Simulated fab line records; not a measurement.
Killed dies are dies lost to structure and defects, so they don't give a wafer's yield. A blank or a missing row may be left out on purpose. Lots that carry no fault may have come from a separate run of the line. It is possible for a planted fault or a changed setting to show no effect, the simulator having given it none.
Split-lot experiment + flow n5_finfet + 7 lots, 21 wafers read, on a route of 1938 steps

== THE SPLIT ==
At N5_ZERO_LAYER_PECVD_02 (deposits SiO2 from SiH4/N2O, target thk 10 nm, time 6 s), the setting time_s was moved away from the recipe's 6 s on 9 of the 21 wafers read, by -7.5% to +14.4%. This setting was run at the recipe's value on the other wafers.

Reading taken at the split's own step.

== THE READING ==
SiO2_of_ZERO_LAYER_PECVD_02.thk_nm (the simulator's own value, which no gauge read), in nm, at N5_ZERO_LAYER_PECVD_02 (deposits SiO2 from SiH4/N2O, target thk 10 nm, time 6 s). No usual value for it is given in the file. The 12 wafers here that ran the recipe average 9.933 nm, standard deviation 0.12 nm.

| wafer  | tool, chamber at the split | time_s as run, s | against the recipe | SiO2_of_ZERO_LAYER_PECVD_02.thk_nm, nm | against lot-mates on the recipe |
|--------|----------------------------|------------------|--------------------|----------------------------------------|---------------------------------|
| L076.1 | pecvd-03, 1                | 5.55             | -7.5%              | 9.061                                  | -0.899                          |
| L076.4 | pecvd-03, 1                | 6                | recipe             | 9.976                                  | -                               |
| L076.5 | pecvd-03, 0                | 6                | recipe             | 9.945                                  | -                               |
| L077.1 | pecvd-03, 1                | 6.406            | +6.8%              | 10.67                                  | +0.677                          |
| L077.2 | pecvd-03, 2                | 6.406            | +6.8%              | 10.57                                  | +0.577                          |
| L077.4 | pecvd-03, 1                | 6                | recipe             | 9.993                                  | -                               |
| L079.3 | pecvd-01, 1                | 6                | recipe             | 10.07                                  | -                               |
| L079.4 | pecvd-01, 0                | 6.384            | +6.4%              | 10.79                                  | +0.720                          |
| L079.5 | pecvd-01, 2                | 6.384            | +6.4%              | 10.78                                  | +0.710                          |
| L089.2 | pecvd-01, 1                | 6                | recipe             | 10.12                                  | -                               |
| L089.3 | pecvd-01, 0                | 6.283            | +4.7%              | 10.54                                  | +0.420                          |
| L089.6 | pecvd-01, 2                | 6.283            | +4.7%              | 10.66                                  | +0.540                          |
| L090.1 | pecvd-03, 0                | 6                | recipe             | 9.66                                   | -                               |
| L090.4 | pecvd-03, 1                | 6                | recipe             | 9.881                                  | -                               |
| L090.5 | pecvd-03, 2                | 6.864            | +14.4%             | 11.37                                  | +1.599                          |
| L091.3 | pecvd-02, 2                | 6                | recipe             | 9.857                                  | -                               |
| L091.5 | pecvd-02, 2                | 6                | recipe             | 9.925                                  | -                               |
| L091.6 | pecvd-02, 1                | 6                | recipe             | 10.07                                  | -                               |
| L093.1 | pecvd-01, 0                | 6                | recipe             | 9.802                                  | -                               |
| L093.2 | pecvd-01, 2                | 6.389            | +6.5%              | 10.48                                  | +0.632                          |
| L093.3 | pecvd-01, 1                | 6                | recipe             | 9.895                                  | -                               |

FIT RESULTS
A straight line over all 21 wafers: SiO2_of_ZERO_LAYER_PECVD_02.thk_nm changes by +0.109 nm for each +1% of time_s; r = +0.97; the points scatter about the line by 0.13 nm.
The same after taking each lot's own level away (the mean of its wafers on the recipe; 21 wafers): +0.109 nm for each +1%; r = +0.99; scatter 0.072 nm.
On that fit, the largest move of time_s shifts the reading by 1.6 nm.
Measured against the standard deviation above, the lots' own levels, which go from 9.7705 to 10.1200 nm, span 2.9 times it.
Consequently the slope shifts little with the lot-to-lot level, the two slopes agreeing.
Check: +1.51 nm against its lot-mates is what the line predicts for one of the wafers moved furthest among these (+14.4%) when that wafer is left out of the fit. Against them it came out at +1.6 nm.

== THE FILE'S OWN FIT ==
SiO2_of_ZERO_LAYER_PECVD_02.thk_nm changes by +0.108 nm for each +1% of time_s, r = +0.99.
